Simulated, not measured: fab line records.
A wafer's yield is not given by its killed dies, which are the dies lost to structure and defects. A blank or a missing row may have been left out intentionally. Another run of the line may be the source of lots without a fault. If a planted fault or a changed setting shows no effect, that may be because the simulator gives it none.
Which tool was responsible? :: flow n5 finfet :: 60 wafers from 20 lots sampled at 3 of the route's 1938 steps

## WHAT THE GAUGES SHOWED, per wafer
N5_SD_EPI_P_EPI_MEAS_23. Usual: thk nm 61.2 nm, standard deviation 1.2.
lot: L074
measured: day 3 08:41
on: film metro-02
thk nm (nm): 61.0 61.2 59.9
flag: 

lot: L075
measured: day 3 18:17
on: film metro-01
thk nm (nm): 62.4 61.6 60.8
flag: 

lot: L078
measured: day 4 09:56
on: film metro-01
thk nm (nm): 60.2 59.8 59.8
flag: 

lot: L077
measured: day 4 10:09
on: film metro-02
thk nm (nm): 60.5 59.9 59.6
flag: 

lot: L079
measured: day 4 17:13
on: film metro-02
thk nm (nm): 62.5 60.7 61.0
flag: 

lot: L080
measured: day 4 21:50
on: film metro-02
thk nm (nm): 59.7 60.2 60.7
flag: 

lot: L081
measured: day 5 02:37
on: film metro-01
thk nm (nm): 61.1 61.8 60.8
flag: 

lot: L082
measured: day 5 13:19
on: film metro-02
thk nm (nm): 61.3 60.0 60.9
flag: 

lot: L083
measured: day 5 16:08
on: film metro-02
thk nm (nm): 61.2 60.1 62.5
flag: 

lot: L084
measured: day 5 20:31
on: film metro-02
thk nm (nm): 59.3 60.1 62.8
flag: 

lot: L086
measured: day 6 12:53
on: film metro-01
thk nm (nm): 60.8 62.7 58.6
flag: 

lot: L087
measured: day 6 17:08
on: film metro-02
thk nm (nm): 60.3 62.0 62.5
flag: 

lot: L088
measured: day 7 00:16
on: film metro-02
thk nm (nm): 62.8 63.1 62.6
flag: 

lot: L089
measured: day 7 02:01
on: film metro-02
thk nm (nm): 59.1 63.5 61.2
flag: 

lot: L090
measured: day 7 11:43
on: film metro-02
thk nm (nm): 60.2 62.1 61.4
flag: 

lot: L091
measured: day 7 14:44
on: film metro-01
thk nm (nm): 63.0 61.9 63.9
flag: 

lot: L092
measured: day 7 20:33
on: film metro-02
thk nm (nm): 62.9 64.2 61.8
flag: 

lot: L095
measured: day 8 13:41
on: film metro-02
thk nm (nm): 60.7 63.5 60.6
flag: 

lot: L096
measured: day 8 19:50
on: film metro-01
thk nm (nm): 60.2 61.1 60.1
flag: 

lot: L097
measured: day 9 07:28
on: film metro-01
thk nm (nm): 64.2 61.6 61.4
flag: 

## TOOL THAT RAN EACH LOT (tool first, then ch and the chambers of the sampled wafers, then the start)
lot: L074
N5_SD_EPI_P_ETCH_37: rie diel-04 ch 1,2, day 3 05:12
N5_SD_EPI_P_ETCH_16: rie diel-04 ch 1,2, day 3 05:44

lot: L075
N5_SD_EPI_P_ETCH_37: rie diel-01 ch 0,2,3, day 3 13:59
N5_SD_EPI_P_ETCH_16: rie diel-01 ch 0,2,3, day 3 14:31

lot: L078
N5_SD_EPI_P_ETCH_37: rie diel-04 ch 1,2,3, day 4 05:39
N5_SD_EPI_P_ETCH_16: rie diel-04 ch 1,2,3, day 4 06:10

lot: L077
N5_SD_EPI_P_ETCH_37: rie diel-04 ch 0,1, day 4 06:42
N5_SD_EPI_P_ETCH_16: rie diel-04 ch 0,1, day 4 07:13

lot: L079
N5_SD_EPI_P_ETCH_37: rie diel-01 ch 0,2,3, day 4 13:46
N5_SD_EPI_P_ETCH_16: rie diel-01 ch 0,2,3, day 4 14:17

lot: L080
N5_SD_EPI_P_ETCH_37: rie diel-03 ch 0,3, day 4 18:19
N5_SD_EPI_P_ETCH_16: rie diel-03 ch 0,3, day 4 18:50

lot: L081
N5_SD_EPI_P_ETCH_37: rie diel-04 ch 0,2,3, day 4 23:09
N5_SD_EPI_P_ETCH_16: rie diel-04 ch 0,2,3, day 4 23:41

lot: L082
N5_SD_EPI_P_ETCH_37: rie diel-03 ch 1,2, day 5 09:01
N5_SD_EPI_P_ETCH_16: rie diel-03 ch 1,2, day 5 09:32

lot: L083
N5_SD_EPI_P_ETCH_37: rie diel-01 ch 0,1,2, day 5 12:40
N5_SD_EPI_P_ETCH_16: rie diel-01 ch 0,1,2, day 5 13:11

lot: L084
N5_SD_EPI_P_ETCH_37: rie diel-04 ch 1,2,3, day 5 17:04
N5_SD_EPI_P_ETCH_16: rie diel-04 ch 1,2,3, day 5 17:35

lot: L086
N5_SD_EPI_P_ETCH_37: rie diel-04 ch 1,3, day 6 09:26
N5_SD_EPI_P_ETCH_16: rie diel-04 ch 1,3, day 6 09:58

lot: L087
N5_SD_EPI_P_ETCH_37: rie diel-01 ch 0,2,3, day 6 12:50
N5_SD_EPI_P_ETCH_16: rie diel-01 ch 0,2,3, day 6 13:22

lot: L088
N5_SD_EPI_P_ETCH_37: rie diel-04 ch 1,2,3, day 6 20:48
N5_SD_EPI_P_ETCH_16: rie diel-04 ch 1,2,3, day 6 21:20

lot: L089
N5_SD_EPI_P_ETCH_37: rie diel-04 ch 2,3, day 6 21:43
N5_SD_EPI_P_ETCH_16: rie diel-04 ch 2,3, day 6 22:15

lot: L090
N5_SD_EPI_P_ETCH_37: rie diel-01 ch 0,2, day 7 08:14
N5_SD_EPI_P_ETCH_16: rie diel-01 ch 0,2, day 7 08:46

lot: L091
N5_SD_EPI_P_ETCH_37: rie diel-01 ch 0,1,2, day 7 11:16
N5_SD_EPI_P_ETCH_16: rie diel-01 ch 0,1,2, day 7 11:48

lot: L092
N5_SD_EPI_P_ETCH_37: rie diel-03 ch 0,1,3, day 7 17:05
N5_SD_EPI_P_ETCH_16: rie diel-03 ch 0,1,3, day 7 17:37

lot: L095
N5_SD_EPI_P_ETCH_37: rie diel-03 ch 1,2,3, day 8 10:14
N5_SD_EPI_P_ETCH_16: rie diel-03 ch 1,2,3, day 8 10:46

lot: L096
N5_SD_EPI_P_ETCH_37: rie diel-03 ch 0,1,2, day 8 16:23
N5_SD_EPI_P_ETCH_16: rie diel-03 ch 0,1,2, day 8 16:55

lot: L097
N5_SD_EPI_P_ETCH_37: rie diel-04 ch 1,3, day 9 04:01
N5_SD_EPI_P_ETCH_16: rie diel-04 ch 1,3, day 9 04:32
- N5_SD_EPI_P_ETCH_37: etches SOC in N2/H2, overetch 108 nm, time 486 s.
- N5_SD_EPI_P_ETCH_16: etches SiO2 in CHF3/O2, target depth 5 nm.

## WHAT THE TOOLS THEMSELVES READ (means of the sampled wafers that have a number; where no wafer has one, the mark that the record gives instead)
N5_SD_EPI_P_ETCH_37. Usual: chamber pressure mTorr 20.000 mTorr, standard deviation 0.021; drypump motor current A 5.8 A, standard deviation 0.5; oes product au 0.68 a.u., standard deviation 0.046; rf fwd power W 2997 W, standard deviation 9.7; rf vpp V 240.9 V, standard deviation 1.2; showerhead plenum p Torr 2.56 Torr, standard deviation 0.072; temp c 40.00 C, standard deviation 0.12; throttle valve pct 24.0 %, standard deviation 0.31.
lot: L074
tool: rie diel-04
chamber pressure mTorr (mTorr): 20.017
drypump motor current A (A): 5.5
oes product au (a.u.): 0.68
rf fwd power W (W): 2998
rf vpp V (V): 240.6
showerhead plenum p Torr (Torr): 2.51
temp c (C): 39.95
throttle valve pct (%): 24.3
flag: 

lot: L075
tool: rie diel-01
chamber pressure mTorr (mTorr): 19.998
drypump motor current A (A): 6.0
oes product au (a.u.): 0.68
rf fwd power W (W): 3002
rf vpp V (V): 241.5
showerhead plenum p Torr (Torr): 2.61
temp c (C): 40.05
throttle valve pct (%): 23.7
flag: 

lot: L078
tool: rie diel-04
chamber pressure mTorr (mTorr): 20.006
drypump motor current A (A): 5.8
oes product au (a.u.): 0.69
rf fwd power W (W): 2999
rf vpp V (V): 239.2
showerhead plenum p Torr (Torr): 2.51
temp c (C): 40.05
throttle valve pct (%): 24.2
flag: 

lot: L077
tool: rie diel-04
chamber pressure mTorr (mTorr): 20.001
drypump motor current A (A): 6.0
oes product au (a.u.): 0.67
rf fwd power W (W): 3006
rf vpp V (V): 241.2
showerhead plenum p Torr (Torr): 2.58
temp c (C): 39.95
throttle valve pct (%): 23.9
flag: 

lot: L079
tool: rie diel-01
chamber pressure mTorr (mTorr): 19.997
drypump motor current A (A): 6.0
oes product au (a.u.): 0.67
rf fwd power W (W): 3001
rf vpp V (V): 241.8
showerhead plenum p Torr (Torr): 2.61
temp c (C): 39.97
throttle valve pct (%): 23.7
flag: 

lot: L080
tool: rie diel-03
chamber pressure mTorr (mTorr): 19.984
drypump motor current A (A): 5.9
oes product au (a.u.): 0.75
rf fwd power W (W): 3006
rf vpp V (V): 240.1
showerhead plenum p Torr (Torr): 2.50
temp c (C): 40.07
throttle valve pct (%): 23.8
flag: 

lot: L081
tool: rie diel-04
chamber pressure mTorr (mTorr): 19.981
drypump motor current A (A): 5.7
oes product au (a.u.): 0.65
rf fwd power W (W): 3007
rf vpp V (V): 241.9
showerhead plenum p Torr (Torr): 2.57
temp c (C): 39.84
throttle valve pct (%): 23.9
flag: 

lot: L082
tool: rie diel-03
chamber pressure mTorr (mTorr): 19.994
drypump motor current A (A): 5.2
oes product au (a.u.): 0.69
rf fwd power W (W): 2992
rf vpp V (V): 242.0
showerhead plenum p Torr (Torr): 2.65
temp c (C): 40.04
throttle valve pct (%): 24.0
flag: 

lot: L083
tool: rie diel-01
chamber pressure mTorr (mTorr): 20.013
drypump motor current A (A): 6.0
oes product au (a.u.): 0.66
rf fwd power W (W): 3003
rf vpp V (V): 240.7
showerhead plenum p Torr (Torr): 2.53
temp c (C): 40.07
throttle valve pct (%): 23.9
flag: 

lot: L084
tool: rie diel-04
chamber pressure mTorr (mTorr): 20.004
drypump motor current A (A): 5.7
oes product au (a.u.): 0.68
rf fwd power W (W): 2994
rf vpp V (V): 240.6
showerhead plenum p Torr (Torr): 2.51
temp c (C): 40.06
throttle valve pct (%): 24.2
flag: 

lot: L086
tool: rie diel-04
chamber pressure mTorr (mTorr): 19.999
drypump motor current A (A): 6.0
oes product au (a.u.): 0.69
rf fwd power W (W): 2990
rf vpp V (V): 241.1
showerhead plenum p Torr (Torr): 2.52
temp c (C): 39.89
throttle valve pct (%): 24.2
flag: 

lot: L087
tool: rie diel-01
chamber pressure mTorr (mTorr): 19.993
drypump motor current A (A): 6.0
oes product au (a.u.): 0.67
rf fwd power W (W): 2979
rf vpp V (V): 241.2
showerhead plenum p Torr (Torr): 2.60
temp c (C): 39.98
throttle valve pct (%): 23.7
flag: 

lot: L088
tool: rie diel-04
chamber pressure mTorr (mTorr): 20.001
drypump motor current A (A): 5.7
oes product au (a.u.): 0.67
rf fwd power W (W): 2995
rf vpp V (V): 240.2
showerhead plenum p Torr (Torr): 2.51
temp c (C): 39.90
throttle valve pct (%): 24.2
flag: 

lot: L089
tool: rie diel-04
chamber pressure mTorr (mTorr): 20.003
drypump motor current A (A): 5.8
oes product au (a.u.): 0.66
rf fwd power W (W): 2996
rf vpp V (V): 240.4
showerhead plenum p Torr (Torr): 2.53
temp c (C): 40.01
throttle valve pct (%): 24.0
flag: 

lot: L090
tool: rie diel-01
chamber pressure mTorr (mTorr): 19.997
drypump motor current A (A): 5.9
oes product au (a.u.): 0.66
rf fwd power W (W): 2994
rf vpp V (V): 241.7
showerhead plenum p Torr (Torr): 2.60
temp c (C): 40.11
throttle valve pct (%): 23.8
flag: 

lot: L091
tool: rie diel-01
chamber pressure mTorr (mTorr): 20.014
drypump motor current A (A): 6.1
oes product au (a.u.): 0.65
rf fwd power W (W): 2996
rf vpp V (V): 240.6
showerhead plenum p Torr (Torr): 2.53
temp c (C): 40.04
throttle valve pct (%): 23.9
flag: 

lot: L092
tool: rie diel-03
chamber pressure mTorr (mTorr): 20.010
drypump motor current A (A): 5.8
oes product au (a.u.): 0.69
rf fwd power W (W): 2997
rf vpp V (V): 240.2
showerhead plenum p Torr (Torr): 2.55
temp c (C): 39.98
throttle valve pct (%): 23.9
flag: 

lot: L095
tool: rie diel-03
chamber pressure mTorr (mTorr): 20.021
drypump motor current A (A): 5.7
oes product au (a.u.): 0.69
rf fwd power W (W): 3002
rf vpp V (V): 241.5
showerhead plenum p Torr (Torr): 2.58
temp c (C): 39.91
throttle valve pct (%): 23.9
flag: 

lot: L096
tool: rie diel-03
chamber pressure mTorr (mTorr): 20.000
drypump motor current A (A): 5.3
oes product au (a.u.): 0.66
rf fwd power W (W): 2998
rf vpp V (V): 241.6
showerhead plenum p Torr (Torr): 2.61
temp c (C): 40.03
throttle valve pct (%): 24.1
flag: 

lot: L097
tool: rie diel-04
chamber pressure mTorr (mTorr): 19.985
drypump motor current A (A): 6.0
oes product au (a.u.): 0.68
rf fwd power W (W): 3006
rf vpp V (V): 240.1
showerhead plenum p Torr (Torr): 2.51
temp c (C): 40.08
throttle valve pct (%): 24.2
flag: 

N5_SD_EPI_P_ETCH_16. Usual: chamber pressure mTorr is 30.000 mTorr with standard deviation 0.027, drypump motor current A is 5.8 A with standard deviation 0.5, oes product au is 0.76 a.u. with standard deviation 0.059, rf fwd power W is 642.6 W with standard deviation 2.4, rf vpp V is 528 V with standard deviation 7.5, showerhead plenum p Torr is 2.43 Torr with standard deviation 0.072, and throttle valve pct is 19.02 % with standard deviation 0.19.
lot: L074
tool: rie diel-04
chamber pressure mTorr (mTorr): 30.000
drypump motor current A (A): 5.5
oes product au (a.u.): 0.76
rf fwd power W (W): 642.8
rf vpp V (V): 525
showerhead plenum p Torr (Torr): 2.37
throttle valve pct (%): 19.12
flag: 

lot: L075
tool: rie diel-01
chamber pressure mTorr (mTorr): 29.973
drypump motor current A (A): 6.0
oes product au (a.u.): 0.75
rf fwd power W (W): 643.2
rf vpp V (V): 524
showerhead plenum p Torr (Torr): 2.48
throttle valve pct (%): 18.83
flag: 

lot: L078
tool: rie diel-04
chamber pressure mTorr (mTorr): 30.010
drypump motor current A (A): 5.7
oes product au (a.u.): 0.77
rf fwd power W (W): 641.9
rf vpp V (V): 528
showerhead plenum p Torr (Torr): 2.38
throttle valve pct (%): 19.08
flag: 

lot: L077
tool: rie diel-04
chamber pressure mTorr (mTorr): 30.006
drypump motor current A (A): 6.0
oes product au (a.u.): 0.75
rf fwd power W (W): 639.1
rf vpp V (V): 532
showerhead plenum p Torr (Torr): 2.45
throttle valve pct (%): 18.92
flag: 

lot: L079
tool: rie diel-01
chamber pressure mTorr (mTorr): 29.996
drypump motor current A (A): 6.0
oes product au (a.u.): 0.74
rf fwd power W (W): 643.6
rf vpp V (V): 524
showerhead plenum p Torr (Torr): 2.47
throttle valve pct (%): 18.84
flag: 

lot: L080
tool: rie diel-03
chamber pressure mTorr (mTorr): 29.996
drypump motor current A (A): 5.9
oes product au (a.u.): 0.85
rf fwd power W (W): 642.6
rf vpp V (V): 524
showerhead plenum p Torr (Torr): 2.38
throttle valve pct (%): 18.94
flag: 

lot: L081
tool: rie diel-04
chamber pressure mTorr (mTorr): 29.993
drypump motor current A (A): 5.7
oes product au (a.u.): 0.73
rf fwd power W (W): 641.2
rf vpp V (V): 531
showerhead plenum p Torr (Torr): 2.44
throttle valve pct (%): 19.00
flag: 

lot: L082
tool: rie diel-03
chamber pressure mTorr (mTorr): 29.965
drypump motor current A (A): 5.2
oes product au (a.u.): 0.76
rf fwd power W (W): 641.4
rf vpp V (V): 529
showerhead plenum p Torr (Torr): 2.51
throttle valve pct (%): 19.20
flag: 

lot: L083
tool: rie diel-01
chamber pressure mTorr (mTorr): 30.008
drypump motor current A (A): 6.0
oes product au (a.u.): 0.73
rf fwd power W (W): 645.4
rf vpp V (V): 525
showerhead plenum p Torr (Torr): 2.40
throttle valve pct (%): 18.99
flag: 

lot: L084
tool: rie diel-04
chamber pressure mTorr (mTorr): 29.980
drypump motor current A (A): 5.7
oes product au (a.u.): 0.76
rf fwd power W (W): 643.8
rf vpp V (V): 528
showerhead plenum p Torr (Torr): 2.37
throttle valve pct (%): 19.11
flag: 

lot: L086
tool: rie diel-04
chamber pressure mTorr (mTorr): 29.969
drypump motor current A (A): 6.0
oes product au (a.u.): 0.77
rf fwd power W (W): 643.6
rf vpp V (V): 532
showerhead plenum p Torr (Torr): 2.38
throttle valve pct (%): 19.08
flag: 

lot: L087
tool: rie diel-01
chamber pressure mTorr (mTorr): 29.996
drypump motor current A (A): 6.0
oes product au (a.u.): 0.74
rf fwd power W (W): 643.1
rf vpp V (V): 524
showerhead plenum p Torr (Torr): 2.47
throttle valve pct (%): 18.87
flag: 

lot: L088
tool: rie diel-04
chamber pressure mTorr (mTorr): 30.001
drypump motor current A (A): 5.8
oes product au (a.u.): 0.75
rf fwd power W (W): 642.6
rf vpp V (V): 529
showerhead plenum p Torr (Torr): 2.37
throttle valve pct (%): 19.12
flag: 

lot: L089
tool: rie diel-04
chamber pressure mTorr (mTorr): 29.982
drypump motor current A (A): 5.7
oes product au (a.u.): 0.74
rf fwd power W (W): 644.1
rf vpp V (V): 530
showerhead plenum p Torr (Torr): 2.40
throttle valve pct (%): 19.09
flag: 

lot: L090
tool: rie diel-01
chamber pressure mTorr (mTorr): 30.009
drypump motor current A (A): 5.8
oes product au (a.u.): 0.74
rf fwd power W (W): 645.8
rf vpp V (V): 520
showerhead plenum p Torr (Torr): 2.46
throttle valve pct (%): 19.02
flag: 

lot: L091
tool: rie diel-01
chamber pressure mTorr (mTorr): 29.998
drypump motor current A (A): 6.0
oes product au (a.u.): 0.72
rf fwd power W (W): 643.9
rf vpp V (V): 526
showerhead plenum p Torr (Torr): 2.39
throttle valve pct (%): 19.00
flag: 

lot: L092
tool: rie diel-03
chamber pressure mTorr (mTorr): 30.000
drypump motor current A (A): 5.8
oes product au (a.u.): 0.77
rf fwd power W (W): 642.1
rf vpp V (V): 527
showerhead plenum p Torr (Torr): 2.42
throttle valve pct (%): 19.06
flag: 

lot: L095
tool: rie diel-03
chamber pressure mTorr (mTorr): 30.019
drypump motor current A (A): 5.7
oes product au (a.u.): 0.79
rf fwd power W (W): 641.3
rf vpp V (V): 531
showerhead plenum p Torr (Torr): 2.45
throttle valve pct (%): 19.07
flag: 

lot: L096
tool: rie diel-03
chamber pressure mTorr (mTorr): 30.006
drypump motor current A (A): 5.3
oes product au (a.u.): 0.73
rf fwd power W (W): 641.4
rf vpp V (V): 527
showerhead plenum p Torr (Torr): 2.47
throttle valve pct (%): 19.22
flag: 

lot: L097
tool: rie diel-04
chamber pressure mTorr (mTorr): 30.006
drypump motor current A (A): 6.0
oes product au (a.u.): 0.75
rf fwd power W (W): 643.8
rf vpp V (V): 532
showerhead plenum p Torr (Torr): 2.37
throttle valve pct (%): 19.12
flag: 

## THE ANSWER, worked out from the rows above alone
Rule: lot off if the mean of its wafers having a number is beyond 3 standard deviations from the usual mean. A lot without any number at a reading at which 4 lots or more have one is off too. The other lots that the step has rows for count as sound. First the gauges in route order, then the tools' own readings, where a lot's mean is used as printed above. At the first step where some lot is off, the reading lying furthest off is the one used; lots without a number count as furthest.
None of the lots is off at any reading shown; this tells nothing.

## WHAT THE SIMULATOR HAD PUT IN
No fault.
